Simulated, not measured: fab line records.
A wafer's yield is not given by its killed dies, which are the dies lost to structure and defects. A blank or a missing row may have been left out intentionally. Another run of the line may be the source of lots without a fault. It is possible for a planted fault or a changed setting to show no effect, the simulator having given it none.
fab line records | flow nandHarc | part 1 of 2: steps 1 to 4 of 6
[record] lots = 19 wafers = 57 lastDay = 33
route steps=1302 shown A_STAIRCASE@766 A_SLIT@922 A_WL_FILL@976
lots untouched by any fault: they come from a run of this same line in which no faults occurred
startH: hours from the record's opening day to when the first of the lot's shown wafers began | waitH: hours elapsed since this lot's preceding step | " same as the row above | L1.1+2: several wafers, shown together as one row | - value missing, or start not given | * or withheld: withheld | < > ~ a bound
route shown NAME@n: NAME is a module with steps in the file, n the number in the route of the first one | usual: the fault-free wafers' mean and standard deviation | same: alike in all rows | chamber/n: place in a boat | sites: each site's reading | _std_site: the values' standard deviation | _edge_site: inner sites' mean taken away from outer sites' mean | radiusMm: how far each site lies from the wafer's centre | mask NAME#n: copy n | behind: the most recent tool/chamber to have shaped the wafer | hold: reason for holding the lot/hours on hold/outcome of the hold | device: the transistor (n, p or np) that didn't switch | end of line: tests of these same wafers at the route's end | step lacking rows: just its recipe | killed: the dies lost at the first sort to structure and to defects; this is not the yield of the wafer | map: per-die view of a wafer (x killed, . not killed, _ where there is no die)
set.NAME: setting as actually run; set.NAME@STEP: the setting as run at that earlier step | model.NAME: the simulator's own value behind a step, which no gauge read
steps of the route over a sample of lots; a table a step, a row a wafer
services: from which hour (startH, from the record's first day; less than 0 if before it) a tool's chamber was out of use, for how many hours, and why
[[steps]]
[step NHARC_A_STAIRCASE_DESCUM_252]
[recipe] timeS = 3 o2FlowSccm = 200 arFlowSccm = 0 biasPowerW = 0 chemistry = O2
[usual] drypumpMotorCurrentA = 5.8/0.48 o2FlowSccm = 200.0/0.66 oesProductAu = 1.002/0.0095 rfVppV = 57.9/0.92 showerheadPlenumPTorr = 1.94/0.1 throttleValvePct = 11.311/0.0083
// columns lot.wafer tool chamber startH waitH drypumpMotorCurrentA o2FlowSccm oesProductAu rfHoursCounterH rfVppV showerheadPlenumPTorr throttleValvePct
L074.2 rieDiel-10 1 362.98 - 6.5 200.2 1.011 38 57.2 1.84 11.308
L074.4 " 3 " " 6.8 199.9 1.001 41 59.5 2.00 11.312
L074.6 " 1 " " 6.5 200.4 1.014 - 57.4 1.84 11.327
L076.3 rieDiel-02 1 373.21 - 5.3 199.6 1.000 47 58.0 2.04 11.321
L076.2 " 2 " " 6.3 198.4 0.990 54 58.1 1.98 11.312
L076.5 " 0 " " 6.0 199.8 0.976 - 55.4 1.80 11.313
L075.4 rieDiel-10 0 373.38 - 5.5 200.6 1.014 46 58.7 1.98 11.310
L075.2 " 1 " " 6.5 200.3 1.013 42 57.8 1.83 11.331
L075.6 " 3 " " 6.7 198.4 1.001 - 57.5 1.99 11.316
L077.1 rieDiel-11 3 392.96 - 6.2 200.3 0.994 37 57.6 1.82 11.303
L077.4 " 1 " " 5.4 199.4 1.010 36 57.5 1.96 11.302
L077.3 " 2 " " 6.1 199.9 1.002 38 57.1 1.77 11.306
L079.2 rieDiel-11 2 410.69 - 6.1 199.4 1.008 47 58.8 1.76 11.302
L079.5 " 0 " " 5.4 200.5 1.005 - 58.5 2.03 11.306
L079.6 " 1 " " 5.4 200.6 1.008 - 57.0 1.96 11.300
L082.2 rieDiel-11 0 453.32 - 5.3 199.4 0.990 2 59.3 2.03 11.313
L082.4 " 3 " " 6.2 200.8 1.004 2 57.6 1.81 11.303
L082.6 " 0 " " 5.4 200.1 0.989 - 58.0 2.03 11.321
L083.2 rieDiel-11 1 454.43 - 5.4 199.2 1.007 3 57.8 1.96 11.311
L083.4 " 0 " " 5.4 200.5 1.000 3 58.7 2.03 11.315
L083.5 " 1 " " 5.4 199.4 1.009 - 57.0 1.96 11.307
L084.1 rieDiel-02 2 467.30 - 6.2 199.9 0.999 24 58.3 1.97 11.299
L084.3 " 1 " " 5.4 199.3 1.003 - 58.3 2.03 11.310
L084.6 " 2 " " 6.3 200.3 1.005 - 59.3 1.97 11.312
L085.1 rieDiel-11 2 470.09 - 6.1 199.0 1.012 10 59.5 2.07 11.310
L085.2 " 3 " " 6.2 199.5 0.999 8 57.6 1.81 11.308
L085.6 " 2 " " 6.1 199.8 0.998 - 57.1 2.07 11.322
L086.4 rieDiel-11 3 482.48 - 6.2 199.8 0.995 11 56.8 1.81 11.328
L086.5 " 3 " " 6.2 200.5 0.994 - 56.6 1.81 11.330
L086.6 " 0 " " 5.4 198.9 1.011 - 58.2 2.02 11.310
L087.3 rieDiel-11 3 517.73 - 6.2 201.3 1.003 18 57.5 1.81 11.325
L087.5 " 1 " " 5.4 199.0 0.997 - 58.8 1.95 11.311
L087.6 " 2 " " 6.0 199.3 0.991 - 58.5 2.07 11.316
L090.1 rieDiel-10 1 523.28 - 6.5 199.7 0.998 33 56.1 1.82 11.308
L090.4 " 3 " " 6.7 199.9 1.001 28 59.2 1.98 11.328
L090.6 " 2 " " 5.1 199.4 1.015 - 58.7 2.07 11.309
L089.4 rieDiel-11 3 525.39 - 6.3 200.4 0.998 22 56.2 1.81 11.311
L089.2 " 1 " " 5.4 198.8 1.000 23 59.9 1.95 11.315
L089.6 " 2 " " 6.0 199.1 1.003 - 58.1 2.07 11.313
L091.2 rieDiel-11 3 535.75 - 6.2 200.4 1.008 27 57.7 1.80 11.310
L091.5 " 0 " " 5.3 201.1 1.007 - 58.2 2.02 11.309
L091.6 " 1 " " 5.4 199.4 1.016 - 57.5 1.95 11.318
L092.1 rieDiel-02 3 543.81 - 5.3 199.6 1.003 51 57.1 1.89 11.307
L092.3 " 0 " " 6.0 199.5 0.981 50 57.7 1.79 11.310
L092.5 " 2 " " 6.3 200.5 0.994 - 56.6 1.96 11.310
L093.3 rieDiel-10 0 554.42 - 5.5 200.2 1.004 45 59.4 1.96 11.313
L093.4 " 2 " " 5.1 200.6 1.009 45 57.3 2.06 11.314
L093.5 " 1 " " 6.5 201.0 1.012 - 57.6 1.82 11.309
L094.3 rieDiel-11 2 570.19 - 6.1 199.8 1.002 33 58.6 2.07 11.322
L094.6 " 3 " " 6.2 201.1 1.009 - 57.6 1.80 11.331
L094.5 " 0 " " 5.4 200.6 1.001 - 56.4 2.02 11.315
L095.2 rieDiel-11 0 571.29 - 5.4 202.0 1.003 37 57.8 2.02 11.305
L095.1 " 3 " " 6.3 199.2 1.019 37 58.5 1.80 11.312
L095.6 " 0 " " 5.3 200.8 1.000 - 58.8 2.02 11.310
L096.2 rieDiel-11 3 587.44 - 6.3 199.1 1.009 42 58.1 1.80 11.312
L096.6 " 1 " " 5.4 200.6 1.007 - 58.3 1.94 11.311
L096.5 " 2 " " 6.0 199.7 1.011 - 57.4 2.06 11.319
[step NHARC_A_STAIRCASE_ETCH_292]
[recipe] cf4FlowSccm = 100 chf3FlowSccm = 30 arFlowSccm = 0 rfW = 500 biasW = 200 chemistry = CF4/CHF3
[usual] biasW = 199.9/0.59 drypumpMotorCurrentA = 5.8/0.53 oesProductAu = 0.940/0.022 rfVppV = 371.2/2.5 showerheadPlenumPTorr = 1.59/0.072 throttleValvePct = 16.801/0.0088
// columns lot.wafer tool chamber startH waitH biasW drypumpMotorCurrentA oesProductAu rfHoursCounterH rfVppV showerheadPlenumPTorr throttleValvePct
L074.4 rieDiel-10 0 375.09 0.1 199.9 5.5 0.977 46 372.5 1.63 16.797
L074.2 " 1 " " 199.4 6.5 0.974 43 367.6 1.51 16.805
L074.6 " 0 " " 200.5 5.5 0.973 - 371.6 1.63 16.800
L076.2 rieDiel-10 3 386.31 0.1 199.1 6.8 0.937 49 372.7 1.64 16.802
L076.3 " 0 " " 200.2 5.5 0.952 50 371.0 1.63 16.798
L076.5 " 3 " " 199.9 6.8 0.942 - 372.9 1.64 16.799
L075.4 rieDiel-02 3 387.66 0.1 199.2 5.3 0.928 58 369.7 1.56 16.811
L075.2 " 0 " " 200.0 6.0 0.911 51 367.4 1.49 16.798
L075.6 " 0 " " 200.3 5.9 0.903 - 368.5 1.49 16.810
L077.3 rieDiel-02 3 407.72 0.1 200.0 5.2 0.949 2 370.1 1.56 16.790
L077.4 " 0 " " 199.8 5.9 0.923 2 367.2 1.49 16.786
L077.1 " 2 " " 199.6 6.3 0.958 2 374.5 1.63 16.805
L079.2 rieDiel-11 2 420.51 0.1 200.6 6.1 0.937 48 368.0 1.46 16.803
L079.5 " 2 " " 200.5 6.1 0.932 - 367.5 1.46 16.798
L079.6 " 3 " " 199.9 6.2 0.916 - 367.9 1.50 16.797
L082.4 rieDiel-10 3 468.97 0.1 199.5 6.8 0.930 11 371.4 1.63 16.811
L082.2 " 1 " " 200.2 6.5 0.922 15 369.3 1.51 16.802
L082.6 " 3 " " 199.9 6.7 0.932 - 371.3 1.63 16.814
L083.4 rieDiel-02 2 470.18 0.1 200.8 6.2 0.916 25 371.8 1.62 16.799
L083.2 " 3 " " 200.1 5.3 0.934 23 370.2 1.56 16.790
L083.5 " 2 " " 199.9 6.2 0.917 - 371.7 1.62 16.797
L084.1 rieDiel-02 2 479.27 0.1 199.4 6.3 0.916 28 371.9 1.62 16.796
L084.3 " 3 " " 199.8 5.2 0.929 26 371.3 1.56 16.796
L084.6 " 0 " " 200.1 6.0 0.902 - 368.0 1.48 16.813
L085.2 rieDiel-10 0 481.20 0.1 200.7 5.5 0.943 20 372.8 1.62 16.789
L085.1 " 1 " " 200.4 6.5 0.962 20 368.9 1.50 16.802
L085.6 " 3 " " 200.1 6.6 0.952 - 372.3 1.63 16.807
L086.4 rieDiel-10 1 497.76 0.1 198.9 6.5 0.921 24 368.1 1.50 16.813
L086.5 " 1 " " 199.8 6.4 0.928 - 368.2 1.50 16.816
L086.6 " 2 " " 200.3 5.1 0.924 - 373.5 1.69 16.801
L087.3 rieDiel-10 1 528.34 0.1 199.6 6.5 0.984 34 368.7 1.50 16.784
L087.6 " 2 " " 199.1 5.1 0.955 - 373.8 1.69 16.809
L087.5 " 3 " " 200.5 6.8 0.956 - 373.1 1.62 16.814
L090.1 rieDiel-11 3 534.32 0.1 200.2 6.2 0.971 26 367.9 1.49 16.814
L090.4 " 3 " " 200.0 6.2 0.970 - 368.7 1.49 16.800
L090.6 " 0 " " 200.1 5.4 0.961 - 374.3 1.66 16.803
L089.2 rieDiel-11 0 536.54 0.1 200.3 5.3 0.922 26 372.4 1.66 16.785
L089.6 " 0 " " 199.6 5.4 0.924 - 374.4 1.66 16.789
L089.4 " 3 " " 200.1 6.2 0.929 - 367.7 1.49 16.818
L091.2 rieDiel-11 3 548.59 0.1 199.9 6.3 0.942 31 368.5 1.49 16.809
L091.6 " 0 " " 201.0 5.4 0.921 - 372.2 1.65 16.794
L091.5 " 1 " " 199.9 5.4 0.937 - 371.8 1.60 16.815
L092.3 rieDiel-02 3 553.52 0.1 199.8 5.3 0.918 53 370.0 1.55 16.799
L092.1 " 0 " " 200.3 6.0 0.917 52 366.5 1.47 16.805
L092.5 " 3 " " 199.3 5.3 0.922 - 368.2 1.55 16.790
L093.3 rieDiel-11 3 564.64 0.1 199.4 6.2 0.935 35 366.9 1.49 16.781
L093.4 " 0 " " 199.5 5.3 0.918 35 374.0 1.65 16.790
L093.5 " 0 " " 200.2 5.3 0.921 - 374.7 1.65 16.799
L094.3 rieDiel-02 2 581.36 0.1 199.6 6.2 0.946 0 372.1 1.61 16.800
L094.5 " 1 " " 200.0 5.4 0.973 - 372.6 1.65 16.804
L094.6 " 2 " " 199.8 6.2 0.947 - 373.0 1.61 16.789
L095.1 rieDiel-11 1 583.23 0.1 200.1 5.4 0.980 43 371.5 1.60 16.809
L095.2 " 2 " " 199.3 6.1 0.957 37 374.7 1.69 16.807
L095.6 " 1 " " 200.7 5.4 0.985 - 370.2 1.60 16.813
L096.2 rieDiel-02 0 601.50 0.2 200.2 6.0 0.916 8 367.7 1.47 16.805
L096.6 " 0 " " 200.0 6.0 0.924 - 366.2 1.47 16.800
L096.5 " 1 " " 199.8 5.3 0.923 - 373.8 1.65 16.792
[step NHARC_A_STAIRCASE_DESCUM_443]
[recipe] timeS = 3 o2FlowSccm = 200 arFlowSccm = 0 biasPowerW = 0 chemistry = O2
[usual] drypumpMotorCurrentA = 5.8/0.55 o2FlowSccm = 200.1/0.59 oesProductAu = 1.001/0.0095 rfVppV = 58.0/0.89 showerheadPlenumPTorr = 1.94/0.092 throttleValvePct = 11.310/0.0089
// columns lot.wafer tool chamber startH waitH drypumpMotorCurrentA o2FlowSccm oesProductAu rfHoursCounterH rfVppV showerheadPlenumPTorr throttleValvePct
L074.2 rieDiel-02 2 423.68 - 6.3 200.6 0.998 6 57.8 1.98 11.315
L074.4 " 3 " " 5.3 199.5 0.999 7 58.5 1.90 11.311
L074.6 " 2 " " 6.2 199.4 0.998 - 59.0 1.98 11.308
L076.3 rieDiel-02 1 437.27 - 5.3 200.2 0.999 10 57.3 2.03 11.313
L076.2 " 2 " " 6.2 200.0 1.019 12 58.4 1.98 11.324
L076.5 " 2 " " 6.2 199.9 0.997 - 59.0 1.98 11.317
L075.2 rieDiel-10 3 437.41 - 6.8 200.8 0.998 0 59.6 1.99 11.301
L075.4 " 0 " " 5.5 200.2 0.984 0 58.3 1.98 11.304
L075.6 " 0 " " 5.5 200.2 0.984 - 59.1 1.98 11.318
L077.3 rieDiel-02 3 455.00 - 5.3 199.2 1.001 20 57.5 1.89 11.306
L077.1 " 0 " " 6.0 200.5 0.978 18 57.6 1.79 11.313
L077.4 " 2 " " 6.3 199.4 0.993 19 58.3 1.97 11.323
L079.2 rieDiel-10 2 465.89 - 5.1 199.7 1.011 14 59.4 2.07 11.316
L079.6 " 1 " " 6.5 200.0 1.009 - 56.3 1.83 11.324
L079.5 " 2 " " 5.1 200.0 1.007 - 59.3 2.07 11.304
L083.4 rieDiel-10 1 520.34 - 6.5 200.4 0.999 30 58.0 1.82 11.295
L083.2 " 2 " " 5.1 199.8 0.999 30 58.8 2.07 11.300
L083.5 " 2 " " 5.1 199.7 1.004 - 59.1 2.07 11.307
L082.2 rieDiel-11 0 520.51 - 5.4 199.9 1.013 18 57.7 2.02 11.322
L082.4 " 1 " " 5.4 200.2 1.007 20 59.6 1.95 11.325
L082.6 " 2 " " 6.1 201.0 0.986 - 59.3 2.07 11.310
L085.2 rieDiel-02 2 533.51 - 6.3 199.6 0.997 49 56.9 1.96 11.307
L085.1 " 3 " " 5.3 200.2 0.991 45 58.3 1.89 11.312
L085.6 " 1 " " 5.3 200.3 1.004 - 58.0 2.02 11.328
L084.3 rieDiel-10 0 533.65 - 5.5 200.7 0.994 36 58.5 1.97 11.297
L084.1 " 3 " " 6.7 199.8 0.994 32 58.0 1.98 11.300
L084.6 " 0 " " 5.5 200.3 0.994 - 59.0 1.97 11.305
L086.4 rieDiel-10 2 545.83 - 5.1 200.8 0.998 41 58.8 2.06 11.323
L086.6 " 1 " " 6.4 201.0 1.000 - 57.6 1.82 11.330
L086.5 " 2 " " 5.1 200.4 1.012 - 58.5 2.06 11.290
L090.4 rieDiel-11 3 577.60 - 6.3 200.3 1.021 39 56.6 1.80 11.319
L090.1 " 2 " " 6.1 198.6 1.009 35 59.0 2.06 11.308
L090.6 " 0 " " 5.3 200.8 1.004 - 58.4 2.02 11.312
L087.3 rieDiel-10 1 578.39 - 6.5 199.6 0.999 55 58.8 1.81 11.303
L087.5 " 0 " " 5.5 200.5 1.005 - 57.2 1.96 11.308
L087.6 " 1 " " 6.5 199.9 1.006 - 58.3 1.81 11.306
L089.4 rieDiel-10 3 586.41 - 6.7 200.7 1.005 49 58.2 1.97 11.321
L089.2 " 0 " " 5.5 200.2 1.001 56 58.2 1.96 11.315
L089.6 " 2 " " 5.1 200.0 1.008 - 57.8 2.06 11.307
L092.1 rieDiel-02 1 597.21 - 5.3 200.0 0.978 5 58.6 2.01 11.311
L092.3 " 3 " " 5.3 199.2 0.994 4 57.4 1.88 11.320
L092.5 " 0 " " 6.0 201.0 0.987 - 57.0 1.78 11.306
L091.2 rieDiel-10 0 597.39 - 5.5 199.3 0.990 61 58.5 1.96 11.320
L091.5 " 1 " " 6.4 200.5 0.997 - 58.2 1.81 11.319
L091.6 " 2 " " 5.1 199.5 1.011 - 60.4 2.06 11.301
L093.4 rieDiel-10 0 613.92 - 5.5 200.9 1.001 1 56.9 1.96 11.309
L093.3 " 2 " " 5.2 199.3 0.996 1 57.1 2.05 11.319
L093.5 " 3 " " 6.8 201.0 1.012 - 56.9 1.97 11.290
L095.2 rieDiel-10 3 628.19 - 6.7 200.5 1.003 6 57.7 1.97 11.304
L095.1 " 0 " " 5.5 199.9 1.008 5 57.9 1.95 11.317
L095.6 " 3 " " 6.7 200.2 1.006 - 57.6 1.97 11.318
L094.3 rieDiel-02 2 628.36 - 6.2 200.2 0.997 16 57.2 1.96 11.304
L094.5 " 2 " " 6.2 199.7 1.000 - 57.6 1.96 11.320
L094.6 " 3 " " 5.3 200.1 1.005 - 57.6 1.88 11.294
L096.2 rieDiel-11 3 648.76 - 6.2 200.8 0.989 7 56.8 1.80 11.324
L096.6 " 0 " " 5.4 200.3 1.002 - 57.9 2.01 11.298
L096.5 " 1 " " 5.4 200.6 1.004 - 57.0 1.94 11.306
[step NHARC_A_SLIT_DEP_25]
[recipe] targetThkA = 2000 tempC = 400 pressureTorr = 6.5 rfW = 900 teosFlowSccm = 161.4 flowSccm = 2650 targetThkNm = 200 gas = O2 material = SiO2
[usual] chamberPressureTorr = 6.501/0.011 heaterPowerW = 561/100 susceptorTempC = 399.99/0.23 throttleValvePct = 15.9/0.48
// columns lot.wafer tool chamber startH waitH chamberPressureTorr heaterPowerW sinceWetCleanH susceptorTempC throttleValvePct
L074.2 pecvd-01 1 438.54 0.1 6.485 369 115 400.04 16.3
L074.6 " 1 " " 6.499 377 - 399.98 16.1
L074.4 " 0 " " 6.494 688 - 400.26 15.5
L076.3 pecvd-03 0 452.08 0.1 6.505 460 73 399.85 16.7
L076.2 " 2 " " 6.522 521 73 399.82 15.9
L076.5 " 1 " " 6.489 502 - 400.13 16.2
L075.2 pecvd-01 0 452.15 0.1 6.501 727 128 399.83 15.6
L075.6 " 1 " " 6.507 423 - 400.13 16.0
L075.4 " 2 " " 6.495 574 - 400.01 16.0
L077.1 pecvd-01 2 469.95 0.1 6.520 580 146 399.80 15.7
L077.3 " 1 " " 6.496 345 146 400.01 16.1
L077.4 " 1 " " 6.504 359 - 400.13 16.1
L079.2 pecvd-01 2 480.68 0.2 6.516 610 157 400.05 15.5
L079.5 " 2 " " 6.492 616 - 400.40 15.6
L079.6 " 1 " " 6.485 403 - 400.17 16.1
L083.2 pecvd-01 1 535.23 0.1 6.517 439 30 400.18 16.3
L083.4 " 0 " " 6.505 587 - 399.72 15.8
L083.5 " 2 " " 6.520 583 - 400.24 15.9
L082.2 pecvd-03 2 535.26 0.1 6.500 425 156 400.48 15.9
L082.4 " 0 " " 6.497 451 - 400.34 16.9
L082.6 " 1 " " 6.500 583 - 399.65 16.3
L085.2 pecvd-01 1 548.78 0.1 6.503 470 44 399.70 16.2
L085.1 " 2 " " 6.499 630 44 399.51 15.5
L085.6 " 2 " " 6.513 650 - 399.95 15.7
L084.3 pecvd-04 1 548.78 0.1 6.502 496 85 400.23 15.2
L084.1 " 2 " " 6.508 568 85 399.71 15.3
L084.6 " 2 " " 6.508 575 - 400.14 15.3
L086.5 pecvd-04 1 560.60 0.2 6.509 613 - 400.02 15.3
L086.6 " 2 " " 6.501 649 - 399.84 15.2
L086.4 " 0 " " 6.508 526 - 400.14 16.6
L090.1 pecvd-01 1 592.68 0.1 6.483 410 88 399.68 16.0
L090.6 " 1 " " 6.512 426 - 399.32 16.2
L090.4 " 2 " " 6.501 690 - 399.52 16.1
L087.3 pecvd-04 0 592.82 0.2 6.486 470 - 400.38 16.7
L087.6 " 0 " " 6.502 477 - 400.43 16.4
L087.5 " 1 " " 6.508 611 - 399.60 15.3
L089.2 pecvd-04 1 601.20 0.1 6.489 598 138 400.31 15.3
L089.4 " 0 " " 6.508 429 - 400.07 16.7
L089.6 " 1 " " 6.480 599 - 399.91 15.1
L091.2 pecvd-03 2 612.45 0.1 6.509 488 52 399.84 15.5
L091.5 " 2 " " 6.495 481 - 399.88 15.6
L091.6 " 1 " " 6.491 641 - 400.15 16.1
L092.3 pecvd-01 1 612.60 0.2 6.493 467 108 399.76 16.3
L092.1 " 0 " " 6.497 747 108 399.75 15.8
L092.5 " 2 " " 6.494 719 - 399.78 16.1
L093.3 pecvd-03 1 629.03 0.1 6.507 678 69 400.10 16.6
L093.5 " 1 " " 6.516 506 - 400.34 16.5
L093.4 " 2 " " 6.511 459 - 399.99 15.6
L095.1 pecvd-03 1 643.24 0.1 6.493 552 83 399.85 16.2
L095.2 " 2 " " 6.481 466 83 399.77 15.8
L095.6 " 1 " " 6.508 557 - 400.13 16.3
L094.3 pecvd-01 2 643.27 0.1 6.504 644 138 399.50 15.9
L094.5 " 0 " " 6.489 719 - 399.90 15.8
L094.6 " 1 " " 6.504 430 - 400.14 16.1
L096.2 pecvd-01 0 663.93 0.1 6.509 726 159 400.36 15.7
L096.6 " 1 " " 6.505 402 - 400.06 16.1
L096.5 " 2 " " 6.508 601 - 399.84 16.0
